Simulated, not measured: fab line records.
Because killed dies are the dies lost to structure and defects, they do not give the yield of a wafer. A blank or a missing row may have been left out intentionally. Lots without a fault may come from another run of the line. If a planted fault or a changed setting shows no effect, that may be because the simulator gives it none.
Which tool is to blame? -- flow n5 finfet -- 24 lots with 72 wafers sampled at 2 steps, on a route of 1938 steps

WHAT THE GAUGES READ, wafer by wafer
N5_BEOL_M7_OVL_MEAS_12.
lot,measured,on,M7_OVL (nm)
L075,day 11 15:19,overlay-01,0.2 -0.4 1.0
L076,day 11 23:59,overlay-01,1.5 0.0 -0.4
L074,day 12 00:44,overlay-01,0.2 0.7 -0.1
L078,day 12 02:49,overlay-01,-0.7 -0.9 -0.8
L077,day 12 15:14,overlay-01,-0.6 -0.4 -0.5
L079,day 12 21:38,overlay-01,0.4 -1.3 -0.4
L081,day 13 14:35,overlay-01,-0.3 -0.2 -1.6
L084,day 14 00:24,overlay-01,1.0 1.1 0.1
L082,day 14 07:33,overlay-01,0.1 1.2 0.7
L080,day 14 14:25,overlay-01,0.0 0.6 -0.1
L083,day 14 17:57,overlay-02,0.7 1.7 0.8
L087,day 14 19:19,overlay-01,0.4 0.5 -0.4
L085,day 15 07:09,overlay-02,-0.2 0.8 -0.7
L088,day 15 07:19,overlay-02,1.1 0.2 0.4
L089,day 16 03:30,overlay-01,-0.8 -0.3 0.2
L090,day 16 04:16,overlay-02,-0.2 -0.5 0.4
L091,day 16 08:00,overlay-01,0.3 0.2 0.1
L093,day 16 11:04,overlay-01,1.2 1.1 -0.3
L095,day 16 15:11,overlay-02,-0.6 0.2 0.2
L086,day 16 15:21,overlay-01,-0.2 -0.5 -0.2
L092,day 17 05:38,overlay-02,-1.0 0.3 -1.3
L094,day 17 09:11,overlay-02,1.6 0.1 0.4
L096,day 17 12:17,overlay-02,0.2 -0.3 -0.2
L097,day 17 15:43,overlay-02,-0.1 -1.3 -0.7

TOOL THAT RAN EACH LOT (tool first, then ch and the chambers of the sampled wafers, then the start)
lot,N5_BEOL_M7_PECVD_70
L075,"pecvd-04 ch 0,1, day 11 14:11"
L076,"pecvd-04 ch 0,1,2, day 11 22:29"
L074,"pecvd-04 ch 0,2, day 11 23:45"
L078,"pecvd-02 ch 0,1,2, day 12 00:32"
L077,"pecvd-02 ch 1, day 12 14:15"
L079,"pecvd-04 ch 0,1,2, day 12 19:46"
L081,"pecvd-01 ch 1,2, day 13 12:43"
L084,"pecvd-04 ch 0,1, day 13 23:41"
L082,"pecvd-02 ch 0,1,2, day 14 06:38"
L080,"pecvd-01 ch 0,2, day 14 11:52"
L083,"pecvd-04 ch 0,1, day 14 14:55"
L087,"pecvd-02 ch 0,1,2, day 14 16:57"
L085,"pecvd-01 ch 1,2, day 15 05:48"
L088,"pecvd-02 ch 0,1,2, day 15 05:50"
L089,"pecvd-02 ch 0,1,2, day 16 00:37"
L090,"pecvd-04 ch 1,2, day 16 01:13"
L091,"pecvd-04 ch 0,1, day 16 06:39"
L093,"pecvd-01 ch 0,1, day 16 08:43"
L095,"pecvd-04 ch 0,1, day 16 11:55"
L086,"pecvd-04 ch 0,1, day 16 12:19"
L092,"pecvd-01 ch 0,2, day 17 03:40"
L094,"pecvd-04 ch 1,2, day 17 08:35"
L096,"pecvd-01 ch 1,2, day 17 10:26"
L097,"pecvd-04 ch 0,1, day 17 13:17"
- N5_BEOL_M7_PECVD_70: deposits SiO2 from TEOS/O2, target thk 20 nm, time 22.7 s.

AS READ BY THE TOOLS THEMSELVES (means over the sampled wafers that have a number; for cases with no such wafer, the mark the record gives instead)
N5_BEOL_M7_PECVD_70.
lot,tool,heater power w (W),showerhead plenum p Torr (Torr),susceptor temp C (C),throttle valve pct (%)
L075,pecvd-04,774,8.75,400.16,22.8
L076,pecvd-04,770,8.76,400.02,22.0
L074,pecvd-04,744,8.76,399.93,22.3
L078,pecvd-02,796,8.82,399.86,21.0
L077,pecvd-02,930,8.84,400.03,22.1
L079,pecvd-04,808,8.77,400.34,22.2
L081,pecvd-01,776,8.69,400.04,20.7
L084,pecvd-04,868,8.75,399.91,22.7
L082,pecvd-02,785,8.81,399.93,21.4
L080,pecvd-01,895,8.73,399.71,21.0
L083,pecvd-04,848,8.75,400.10,22.9
L087,pecvd-02,804,8.80,400.15,21.0
L085,pecvd-01,798,8.67,399.99,20.7
L088,pecvd-02,758,8.81,400.24,21.1
L089,pecvd-02,736,8.81,399.90,21.1
L090,pecvd-04,861,8.75,399.99,22.1
L091,pecvd-04,876,8.77,400.00,22.9
L093,pecvd-01,892,8.78,400.16,20.9
L095,pecvd-04,886,8.75,399.89,22.7
L086,pecvd-04,828,8.76,399.99,22.8
L092,pecvd-01,867,8.72,400.00,20.9
L094,pecvd-04,871,8.75,399.78,22.0
L096,pecvd-01,901,8.74,400.02,20.7
L097,pecvd-04,898,8.76,399.95,22.8

THE ANSWER, worked out from the rows above alone
Rule: the lots themselves supply what counts as usual. The widest of any qualifying gaps counts: lots, ordered by their means at a reading, are off when they make up no more than a third of the lots, leave a main group of 4 or more, and stand apart from it by 3 or more times the standard deviation of that group's means. The tables above print the reading to a certain number of digits; a main group whose means all agree to those digits is not used. A lot without any number at a reading at which 4 lots or more have one is off too. Any other lot the step has rows for is counted as sound. First the gauges in route order, then the tools' own readings, where a lot's mean is used as printed above. At the first step where some lot is off, the reading lying furthest off is the one used; lots without a number count as furthest.
None of the lots is off at any reading shown; this tells nothing.

WHAT THE SIMULATOR HAD INSERTED
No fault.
